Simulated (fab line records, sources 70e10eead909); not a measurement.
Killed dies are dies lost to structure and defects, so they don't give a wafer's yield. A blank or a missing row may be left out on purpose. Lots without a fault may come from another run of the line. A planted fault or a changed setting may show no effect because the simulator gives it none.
fab line records | flow nand_harc
record lots=5 wafers=15 last_day=24
route steps=1159 shown P_GATE@143 END@1159
lots that met no fault: from a run of the same line without faults
start_h: hours from the record's first day to the start of the lot's first wafer shown | wait_h: hours since the lot's step before | " the same as in the row above | L1.1+2: a row that stands for several wafers | - no value, or no start given | * or withheld: withheld | < > ~ a bound
route shown NAME@n: a module of which the file shows steps, and the number in the route of the first | usual: mean/standard deviation of fault-free wafers | same: alike in all rows | chamber/n: place in a boat | sites: the reading at each site | _std_site: their standard deviation | _edge_site: outer sites' mean less inner sites' | radius_mm: how far each site lies from the wafer's centre | mask NAME#n: copy n | behind: the tool/chamber that last shaped the wafer | hold: why the lot was held/for how many hours/how that ended | device: the transistor (n, p or np) that didn't switch | end of line: the same wafers' tests at the end of the route | a step without rows: its recipe alone | killed: dies lost to structure and defects at the first sort, not the wafer's yield | map: a wafer's dies, x killed, . not, _ none there
set.NAME: the setting as run; set.NAME@STEP: as run at that earlier step | model.NAME: the simulator's own value behind a step, which no gauge read
lots at some steps of the route; a table a step, a row a wafer
services: from which hour (start_h, from the record's first day; less than 0 if before it) a tool's chamber was out of use, for how many hours, and why
## steps
# step NHARC_P_GATE_INSPECT_28
# usual raw_defect_count=6.4/2.7
# columns lot.wafer tool chamber start_h wait_h raw_defect_count
L112.1 defect_inspect-02 - 126.80 0.0 4
L112.5 " - " " 3
L112.6 " - " " 5
L111.2 defect_inspect-02 - 126.96 0.0 5
L111.3 " - " " 6
L111.6 " - " " 7
L115.1 defect_inspect-01 - 149.44 0.0 7
L115.2 " - " " 10
L115.6 " - " " 4
L117.2 defect_inspect-02 - 165.91 0.0 8
L117.4 " - " " 7
L117.6 " - " " 7
L126.2 defect_inspect-02 - 218.12 0.0 6
L126.3 " - " " 9
L126.5 " - " " 6
# step NHARC_P_GATE_DESCUM_31
# recipe time_s=3 o2_flow_sccm=200 ar_flow_sccm=0 bias_power_w=0 chemistry=O2
# usual drypump_motor_current_A=5.8/0.42 o2_flow_sccm=199.9/0.62 oes_product_au=1.003/0.0094 rf_vpp_V=57.8/0.88 showerhead_plenum_p_Torr=1.90/0.083 throttle_valve_pct=11.311/0.0082
# columns lot.wafer tool chamber start_h wait_h drypump_motor_current_A o2_flow_sccm oes_product_au rf_hours_counter_h rf_vpp_V showerhead_plenum_p_Torr throttle_valve_pct
L112.1 rie_diel-02 0 126.86 0.1 6.4 200.1 1.013 54 57.5 1.81 11.302
L112.6 " 0 " " 6.4 199.4 1.014 - 56.9 1.81 11.312
L112.5 " 1 " " 6.0 200.8 1.011 - 56.3 1.93 11.304
L111.2 rie_diel-05 3 127.05 0.1 5.7 199.5 0.997 25 58.1 2.01 11.303
L111.3 " 0 " " 5.9 199.5 1.003 25 57.8 1.80 11.311
L111.6 " 3 " " 5.7 199.2 0.998 - 57.1 2.01 11.301
L115.2 rie_diel-05 0 149.51 0.1 5.9 200.4 0.999 32 56.6 1.80 11.302
L115.1 " 2 " " 6.6 199.3 1.000 31 56.2 1.83 11.297
L115.6 " 2 " " 6.7 199.5 1.008 - 57.6 1.83 11.312
L117.4 rie_diel-02 1 166.03 0.1 5.9 199.8 1.006 3 57.0 1.93 11.299
L117.2 " 2 " " 5.4 200.9 1.017 2 58.5 2.02 11.311
L117.6 " 2 " " 5.4 200.0 1.013 - 58.0 2.02 11.313
L126.2 rie_diel-13 3 218.18 0.1 5.7 200.0 1.007 45 59.5 1.95 11.316
L126.3 " 0 " " 5.1 199.6 1.011 45 57.4 1.83 11.329
L126.5 " 3 " " 5.8 200.0 1.008 - 59.8 1.95 11.328
# step NHARC_P_GATE_ETCH_104
# recipe target_depth_a=600 time_s=withheld cf4_flow_sccm=100 chf3_flow_sccm=30 ar_flow_sccm=0 rf_w=500 bias_w=200 chemistry=CF4/CHF3
# usual drypump_motor_current_A=5.9/0.4 oes_product_au=0.950/0.021 rf_fwd_power_W=492/3.3 rf_vpp_V=370.4/2.3 showerhead_plenum_p_Torr=1.57/0.064 throttle_valve_pct=16.802/0.0098
# columns lot.wafer tool chamber start_h wait_h drypump_motor_current_A oes_product_au rf_fwd_power_W rf_vpp_V showerhead_plenum_p_Torr throttle_valve_pct
L112.1 rie_diel-02 0 126.95 0.1 6.4 0.922 490 367.7 1.49 16.801
L112.5 " 0 " " 6.4 0.924 490 368.4 1.49 16.808
L112.6 " 1 " " 5.9 0.936 489 371.3 1.59 16.798
L111.3 rie_diel-05 0 127.14 0.1 5.9 0.919 493 368.0 1.49 16.791
L111.2 " 3 " " 5.7 0.922 493 372.2 1.65 16.796
L111.6 " 3 " " 5.7 0.919 496 375.2 1.65 16.800
L115.2 rie_diel-05 3 149.61 0.1 5.7 0.934 496 373.0 1.65 16.793
L115.1 " 0 " " 5.8 0.936 494 368.4 1.49 16.792
L115.6 " 3 " " 5.7 0.927 495 373.8 1.65 16.802
L117.4 rie_diel-02 0 166.13 0.1 6.4 0.967 492 366.7 1.49 16.780
L117.2 " 3 " " 5.9 0.970 494 372.8 1.62 16.793
L117.6 " 1 " " 5.9 0.946 485 372.3 1.59 16.795
L126.2 rie_diel-13 3 218.26 0.1 5.7 0.963 495 370.2 1.60 16.797
L126.3 " 1 " " 5.6 0.986 494 372.3 1.59 16.780
L126.5 " 3 " " 5.7 0.960 494 371.5 1.60 16.805
# step NHARC_P_GATE_HM_OPEN_105
# recipe target_depth_a=3600 o2_flow_sccm=400 cos_flow_sccm=20 ar_flow_sccm=0 rf_w=500 bias_w=300 chemistry=O2/COS
# step NHARC_P_GATE_STRIP_106
# recipe o2_flow_sccm=400 cos_flow_sccm=20 ar_flow_sccm=0 bias_w=0 chemistry=O2/COS
# step NHARC_P_GATE_ETCH_114
# recipe target_depth_a=300 overetch_a=30 time_s=16.5 ion_energy_ev=100 cf4_flow_sccm=80 o2_flow_sccm=20 ar_flow_sccm=0 rf_w=300 bias_w=100 chemistry=CF4/O2
# usual drypump_motor_current_A=5.8/0.39 o2_flow_sccm=19.99/0.056 oes_product_au=1.003/0.0085 rf_fwd_power_W=294.4/1.6 rf_vpp_V=197.8/1.4 showerhead_plenum_p_Torr=1.33/0.055 throttle_valve_pct=13.396/0.0091
# columns lot.wafer tool chamber start_h wait_h drypump_motor_current_A o2_flow_sccm oes_product_au rf_fwd_power_W rf_hours_counter_h rf_vpp_V showerhead_plenum_p_Torr throttle_valve_pct
L112.1 rie_diel-02 3 - - 5.9 20.00 1.001 295.5 49 200.3 1.38 13.392
L112.6 " 2 " " 5.4 19.96 0.994 295.0 - 199.2 1.41 13.401
L112.5 " 3 " " 5.9 19.98 1.001 295.0 - 197.5 1.38 13.401
L111.3 rie_diel-05 2 - - 6.6 20.02 0.989 295.0 24 195.8 1.28 13.411
L111.2 " 0 " " 5.8 20.00 0.994 293.2 25 196.5 1.26 13.391
L111.6 " 2 " " 6.6 19.98 0.999 295.0 - 197.7 1.28 13.392
L115.2 rie_diel-05 3 - - 5.7 20.00 0.994 296.6 32 199.9 1.40 13.403
L115.1 " 2 " " 6.7 20.00 0.995 296.0 32 196.1 1.28 13.395
L115.6 " 0 " " 5.8 19.91 0.987 293.9 - 195.9 1.26 13.383
L117.2 rie_diel-02 2 - - 5.4 19.81 1.016 295.1 3 198.4 1.40 13.412
L117.6 " 3 " " 5.9 19.95 1.000 296.6 - 199.3 1.38 13.386
L117.4 " 1 " " 6.0 19.95 0.997 293.9 - 197.3 1.35 13.389
L126.2 rie_diel-13 2 - - 5.7 20.08 0.995 292.1 46 197.4 1.29 13.375
L126.3 " 3 " " 5.7 19.92 1.008 294.9 45 198.5 1.36 13.388
L126.5 " 2 " " 5.7 20.10 1.008 291.7 - 198.0 1.29 13.393
# step NHARC_P_GATE_ETCH_32
# recipe target_depth_a=1500 over_etch_frac=1 over_etch_ion_energy_ev=40 time_s=100.1 hbr_flow_sccm=150 cl2_flow_sccm=50 rf_w=400 icp_w=400 bias_w=100 chemistry=HBr/Cl2
# usual drypump_motor_current_A=5.9/0.31 oes_product_au=0.996/0.0092 rf_fwd_power_W=397.0/1.5 throttle_valve_pct=26.405/0.0094
# same over_etch_frac=1
# columns lot.wafer tool chamber start_h wait_h drypump_motor_current_A oes_product_au rf_fwd_power_W rf_hours_counter_h throttle_valve_pct
L112.1 rie_si-02 3 127.37 - 5.7 0.998 398.0 0.8 26.399
L112.5 " 1 " " 6.0 1.013 399.1 - 26.418
L112.6 " 2 " " 5.9 0.998 400.3 - 26.422
L111.3 rie_si-02 3 127.80 - 5.7 0.983 396.9 0.9 26.403
L111.2 " 0 " " 5.6 0.998 395.8 0.9 26.387
L111.6 " 0 " " 5.6 1.000 398.2 - 26.397
L115.1 rie_si-04 0 150.43 - 5.4 0.983 398.9 0.4 26.398
L115.2 " 1 " " 5.6 1.010 394.8 0.3 26.396
L115.6 " 0 " " 5.4 0.982 397.3 - 26.415
L117.4 rie_si-04 2 167.15 - 5.9 1.001 396.9 0.4 26.392
L117.2 " 3 " " 5.6 1.001 395.4 0.6 26.410
L117.6 " 1 " " 5.6 1.015 399.0 - 26.411
L126.2 rie_si-03 0 218.66 - 6.5 0.986 396.5 0.4 26.397
L126.3 " 2 " " 6.3 0.989 396.3 0.7 26.417
L126.5 " 3 " " 5.9 0.997 395.2 - 26.393
# step NHARC_P_GATE_STRIP_108
# recipe o2_flow_sccm=500 ar_flow_sccm=0 bias_w=0 chemistry=O2
# step NHARC_P_GATE_CD_MEAS_33
# usual cd_nm=120.2/2.7
# columns lot.wafer tool chamber start_h wait_h cd_nm
L112.1 cd_sem-02 - 127.72 0.2 117.5
L112.5 " - " " 118.7
L112.6 " - " " 116.1
L111.2 cd_sem-02 - 128.17 0.2 119.9
L111.3 " - " " 121.9
L111.6 " - " " 122.1
L115.1 cd_sem-01 - 150.78 0.1 120.0
L115.2 " - " " 124.1
L115.6 " - " " 124.4
L117.2 cd_sem-03 - 167.55 - 117.5
L117.4 " - " " 120.2
L117.6 " - " " 122.9
L126.2 cd_sem-02 - 218.98 - 123.1
L126.3 " - " " 116.9
L126.5 " - " " 120.2
# step NHARC_P_GATE_STRIP_35
# recipe time_s=600 temp_c=130 chemistry=SPM
# step NHARC_P_GATE_PRECLEAN_73
# recipe time_s=* temp_c=50 bath_age_min=0 chemistry=SC1
# step NHARC_P_GATE_SRD_74
# step NHARC_P_GATE_ALD_36
# recipe target_thk_a=200 pulse_time_s=60 ald_cycles=223 temp_c=400 material=SiNx
# usual heater_power_w=886/90 precursor_pulse_height_rel=1.001/0.02
# columns lot.wafer tool chamber start_h wait_h heater_power_w precursor_pulse_height_rel
L111.2 ald_sin-01 3 128.63 - 837 0.999
L111.3 " 1 130.74 - 741 0.988
L111.6 " 0 133.90 - 744 1.009
L112.1 ald_sin-02 3 130.31 - 911 1.011
L112.6 " 1 132.43 - 1019 0.977
L112.5 " 2 133.50 - 979 1.023
L115.1 ald_sin-03 0 152.29 - 896 1.015
L115.2 " 1 153.35 - 936 0.966
L115.6 " 3 155.45 - 909 1.028
L117.4 ald_sin-02 3 169.08 - 889 0.997
L117.2 " 1 171.22 - 995 0.976
L117.6 " 3 173.36 - 907 1.000
L126.3 ald_sin-03 3 220.51 - 905 0.999
L126.2 " 0 221.59 - 933 1.025
L126.5 " 2 223.74 - 990 0.979
# step NHARC_P_GATE_ETCHBACK_37
# recipe target_depth_a=345 time_s=17.2 chf3_flow_sccm=50 o2_flow_sccm=10 ar_flow_sccm=200 rf_w=500 bias_w=200 chemistry=CHF3/O2
# step NHARC_P_GATE_STRIP_101
# recipe time_s=20 o2_flow_sccm=500 ar_flow_sccm=0 bias_w=0 chemistry=O2
# step NHARC_P_GATE_PRECLEAN_97
# recipe time_s=600 temp_c=120 chemistry=SPM
# step NHARC_P_GATE_SRD_98
# step NHARC_P_GATE_PRECLEAN_99
# recipe time_s=* temp_c=50 bath_age_min=0 chemistry=SC1
# step NHARC_P_GATE_SRD_100
# step NHARC_P_GATE_DEHYDRATE_38
# recipe temp_c=150 time_s=120
# step NHARC_P_GATE_HMDS_39
# recipe time_s=30
# step NHARC_P_GATE_COAT_40
# recipe spin_rpm=3000
# step NHARC_P_GATE_SOFTBAKE_41
# recipe temp_c=122 time_s=95
# step NHARC_P_GATE_EBR_42
# step NHARC_P_GATE_EXPOSE_43
# recipe na=0.6 target_cd_nm=720 dose_mj=14.81 mask_id=P_NSD
# step NHARC_P_GATE_PEB_44
# recipe peb_temp_c=118 peb_time_s=85
# step NHARC_P_GATE_DEVELOP_45
# recipe time_s=70
# step NHARC_P_GATE_CD_MEAS_46
# recipe target_cd_nm=720 landing_energy_ev=500
# usual cd_nm=719.2/1.9
# columns lot.wafer tool chamber start_h wait_h cd_nm
L112.1 cd_sem-02 0 138.79 - 720.8
L112.5 " 0 " " 721.5
L112.6 " 0 " " 719.8
L111.2 cd_sem-01 0 139.18 - 718.5
L111.3 " 0 " " 718.6
L111.6 " 0 " " 721.0
L115.1 cd_sem-01 0 161.78 - 718.2
L115.2 " 0 " " 718.6
L115.6 " 0 " " 718.6
L117.2 cd_sem-02 0 178.69 - 716.4
L117.4 " 0 " " 717.8
L117.6 " 0 " " 719.4
L126.2 cd_sem-03 0 230.29 - 720.0
L126.3 " 0 " " 722.1
L126.5 " 0 " " 722.7
# step NHARC_P_GATE_HARDBAKE_47
# recipe temp_c=125 time_s=80
# step NHARC_P_GATE_DESCUM_48
# recipe time_s=3 o2_flow_sccm=200 ar_flow_sccm=0 bias_power_w=0 chemistry=O2
# step NHARC_P_GATE_IMPLANT_49
# recipe energy_kev=30 dose_cm2=3e+15 tilt_deg=7
# step NHARC_P_GATE_STRIP_111
# recipe power_w=1500 temp_c=110 time_s=250 chemistry=N2/H2
# step NHARC_P_GATE_STRIP_75
# recipe power_w=1500 temp_c=250 chemistry=O2
# usual drypump_motor_current_A=5.7/0.54 heater_power_w=331/23
# columns lot.wafer tool chamber start_h wait_h drypump_motor_current_A heater_power_w rf_hours_counter_h
L112.1 plasma_asher-02 1 139.65 0.2 6.7 338 44
L112.5 " 0 " " 5.3 334 -
L112.6 " 1 " " 6.7 334 -
L111.2 plasma_asher-01 1 140.02 0.2 5.3 346 10
L111.3 " 0 " " 5.5 297 -
L111.6 " 1 " " 5.3 357 -
L115.2 plasma_asher-02 1 162.64 0.3 6.7 344 51
L115.1 " 0 " " 5.4 338 51
L115.6 " 0 " " 5.3 331 -
L117.2 plasma_asher-01 1 179.55 0.3 5.4 356 22
L117.4 " 0 " " 5.5 297 -
L117.6 " 0 " " 5.5 303 -
L126.2 plasma_asher-01 1 231.18 0.2 5.4 359 42
L126.3 " 0 " " 5.5 296 -
L126.5 " 1 " " 5.3 358 -
# step NHARC_P_GATE_STRIP_50
# recipe time_s=900 temp_c=130 chemistry=SPM
# step NHARC_P_GATE_DEHYDRATE_51
# recipe temp_c=150 time_s=120
# step NHARC_P_GATE_HMDS_52
# recipe time_s=30
# step NHARC_P_GATE_COAT_53
# recipe spin_rpm=3000
# step NHARC_P_GATE_SOFTBAKE_54
# recipe temp_c=122 time_s=95
# step NHARC_P_GATE_EBR_55
# step NHARC_P_GATE_EXPOSE_56
# recipe na=0.6 target_cd_nm=720 dose_mj=14.81 mask_id=P_PSD
# step NHARC_P_GATE_PEB_57
# recipe peb_temp_c=118 peb_time_s=85
# step NHARC_P_GATE_DEVELOP_58
# recipe time_s=70
# step NHARC_END_SORT_01
# recipe temp_c=25
# usual killed_at_array=27/11 killed_at_other=0.6/0.89 killed_at_periphery=3.0/2.4 killed_dies=31/12 killed_open=3.2/1.6 killed_short=2.0/1.5
# same gross_dies=677
# columns lot.wafer tool chamber start_h wait_h killed_at_array killed_at_other killed_at_periphery killed_dies killed_open killed_short
L112.1 prober-02 0 480.41 2.5 39 1 2 42 4 0
L112.5 prober-02 0 483.58 3.7 40 1 1 42 1 1
L112.6 prober-02 0 484.37 4.0 39 2 1 42 4 3
L115.1 prober-01 0 498.87 2.5 29 0 3 32 1 4
L115.2 prober-01 0 499.67 2.8 32 0 5 37 4 1
L115.6 prober-01 0 502.91 4.0 24 1 1 26 2 2
L126.2 prober-01 0 564.31 2.8 41 1 61 103 3 5
L126.3 prober-01 0 565.11 3.1 28 0 76 104 1 0
L126.5 prober-01 0 566.71 3.7 30 0 81 111 2 4
# killed by level:class
L112.1 A_CHANNEL_HOLE_D1:chamber_film_flake=12 A_SLIT:chamber_film_flake=12 A_STAIRCASE:chamber_film_flake=7 A_CONTACT:chamber_film_flake=2 A_WL_FILL:chamber_film_flake=2 P_M1:geometric_particle:open=1 A_SOURCE_PLATE:geometric_particle:open=1 A_CONTACT:geometric_particle:open=1
L112.5 A_SLIT:chamber_film_flake=13 A_CHANNEL_HOLE_D1:chamber_film_flake=12 A_CONTACT:chamber_film_flake=5 A_STAIRCASE:chamber_film_flake=4 A_WL_FILL:chamber_film_flake=4 P_M0:geometric_particle:open=1 A_WL_FILL:geometric_particle:short=1 A_CHANNEL_FILL_D1:chamber_film_flake=1
L112.6 A_CHANNEL_HOLE_D1:chamber_film_flake=17 A_SLIT:chamber_film_flake=9 A_CONTACT:chamber_film_flake=3 A_CHANNEL_FILL_D1:geometric_particle:short=3 A_M0:geometric_particle:open=2 A_STAIRCASE:chamber_film_flake=2 THIN_TSV:chamber_film_flake=2 A_SOURCE_PLATE:geometric_particle:open=1
L115.1 A_CHANNEL_HOLE_D1:chamber_film_flake=14 A_SGD_CUT:chamber_film_flake=5 A_STAIRCASE:chamber_film_flake=4 P_STI:chamber_film_flake=2 A_ONON_D1:geometric_particle:short=1 A_CHANNEL_FILL_D1:geometric_particle:short=1 A_WL_FILL:geometric_particle:short=1 A_CONTACT:geometric_particle:open=1
L115.2 A_CHANNEL_HOLE_D1:chamber_film_flake=18 A_SGD_CUT:chamber_film_flake=9 P_GATE:geometric_particle:open=2 A_SGD_CUT:geometric_particle:short=1 A_WL_FILL:geometric_particle:open=1 A_CONTACT:geometric_particle:open=1 P_STI:chamber_film_flake=1 P_GATE:chamber_film_flake=1
L115.6 A_CHANNEL_HOLE_D1:chamber_film_flake=15 A_SGD_CUT:chamber_film_flake=3 A_CHANNEL_FILL_D1:geometric_particle:open=1 A_CHANNEL_FILL_D1:geometric_particle:short=1 A_WL_FILL:geometric_particle:short=1 A_CONTACT:geometric_particle:open=1 P_STI:chamber_film_flake=1 A_CHANNEL_FILL_D1:chamber_film_flake=1
L126.2 P_GATE:unspecified=58 A_SLIT:chamber_film_flake=17 A_CHANNEL_HOLE_D1:chamber_film_flake=9 A_STAIRCASE:chamber_film_flake=3 A_CONTACT:chamber_film_flake=3 A_CHANNEL_FILL_D1:geometric_particle:short=2 A_WL_FILL:geometric_particle:short=2 P_CONTACT:geometric_particle:open=1
L126.3 P_GATE:unspecified=71 A_SLIT:chamber_film_flake=14 A_CHANNEL_HOLE_D1:chamber_film_flake=6 P_CONTACT:chamber_film_flake=3 A_CONTACT:chamber_film_flake=3 A_CHANNEL_FILL_D1:chamber_film_flake=2 A_STAIRCASE:chamber_film_flake=2 A_WL_FILL:geometric_particle:open=1
L126.5 P_GATE:unspecified=74 A_SLIT:chamber_film_flake=10 A_CHANNEL_HOLE_D1:chamber_film_flake=8 A_STAIRCASE:chamber_film_flake=5 P_CONTACT:chamber_film_flake=4 P_ZERO_WELL:geometric_particle:short=1 P_GATE:geometric_particle:open=1 A_ONON_D1:geometric_particle:short=1
# map L126.5 (x killed, . not)
____________x____________
_________xxxxxx._________
_______..xxxxx.x.._______
______..xxxxxxx...x______
_____...xxxxxxx..x.._____
____...xxxxxxxxx.....____
____....xxxxxxx......____
___.....xxxxxxx.......___
___x....xxxxxxx.......___
__..x...xxxxxx.x.......__
__..x...xxxxxx.........__
_........x..xxx....x...._
_..........xx..........._
_......................._
_......................._
_......................._
..............x..........
.........................
......x..................
........................x
.............x...........
_......................._
_......x.............x.._
_.....x................._
_......................._
_.x....................._
__.....................__
__....x...........xx...__
___........x.....xx.x.___
___.............xxxxx.___
____..............x.x____
____............x..x.____
_____............xx._____
______...........xx______
_______..........._______
_________......x_________
____________.____________
# map L115.2 (x killed, . not)
____________.____________
_________......._________
_______..........._______
______.............______
_____..........x...._____
____......x..........____
____.................____
___...................___
___.......x...........___
__..................x..__
__...x.................__
_...................x..._
_.................x..x.._
_......................._
_................xx....._
_..............x..x....._
..............x...xx.x...
x.............x..x.......
.................xx.x....
..x...............x......
..................x......
_..x...................._
_.........x............._
_......................._
_......................._
_......................._
__.....................__
__................x....__
___..............x....___
___....x..............___
____.......x.........____
____....x.....x...x..____
_____..............._____
______............x______
_______.x........x_______
_________......._________
____________.____________
## services
# columns tool chamber start_h hours kind
rie_si-02 3 106.67 1.0 repair
rie_diel-05 1 112.26 52.3 repair
ald_sin-02 2 117.97 7.5 repair
rie_diel-02 3 120.17 5.6 repair
rie_si-03 0 134.45 20.4 repair
plasma_asher-01 - 135.13 3.4 repair
ald_sin-03 - 135.20 0.9 repair
ald_sin-01 3 137.40 16.4 repair
ald_sin-01 - 147.86 10.0 pm
rie_diel-02 - 150.78 9.0 pm
rie_si-03 - 155.00 9.0 pm
rie_diel-05 - 160.11 0.2 repair
rie_diel-05 - 163.60 9.0 pm
rie_diel-02 0 166.70 11.0 repair
plasma_asher-01 - 173.77 0.6 repair
rie_diel-02 2 178.96 18.6 repair
plasma_asher-02 - 184.22 9.0 pm
rie_si-03 0 188.06 7.4 repair
ald_sin-02 2 202.29 11.4 repair
rie_si-02 - 211.00 9.0 pm
rie_diel-05 2 214.35 2.3 repair
rie_si-04 - 216.21 3.2 repair
rie_diel-13 1 221.55 8.9 repair
rie_diel-05 2 226.33 2.6 repair
## key
first_sign step=NHARC_END_SORT_01 reading=killed_at_periphery direction=up sigmas=29 usual=3.0 struck=72.7
effect step=NHARC_END_SORT_01 reading=killed_dies direction=up sigmas=6.5 usual=31 struck=106
more_kills_born_at NHARC_P_GATE_ALD_36@ald_sin-03=203
met_at NHARC_P_GATE_ALD_36
struck_wafers L126.2,L126.3,L126.5
tester_left_out L126
onset_between 152.29 220.51
also_fits time
fault kind=chamber_particle_source tool=ald_sin-03 chamber=- onset_h=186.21 steps=NHARC_P_GATE_ALD_36 rate_per_visit_cm2=0.46472 end_h=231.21
# tester_left_out: of these lots the tester's yield and bins aren't shown, on N5 and GAA mostly nor the transistor test; their killed dies are dies lost to structure and defects alone, not to doping, threshold or leakage, so they don't give the yield
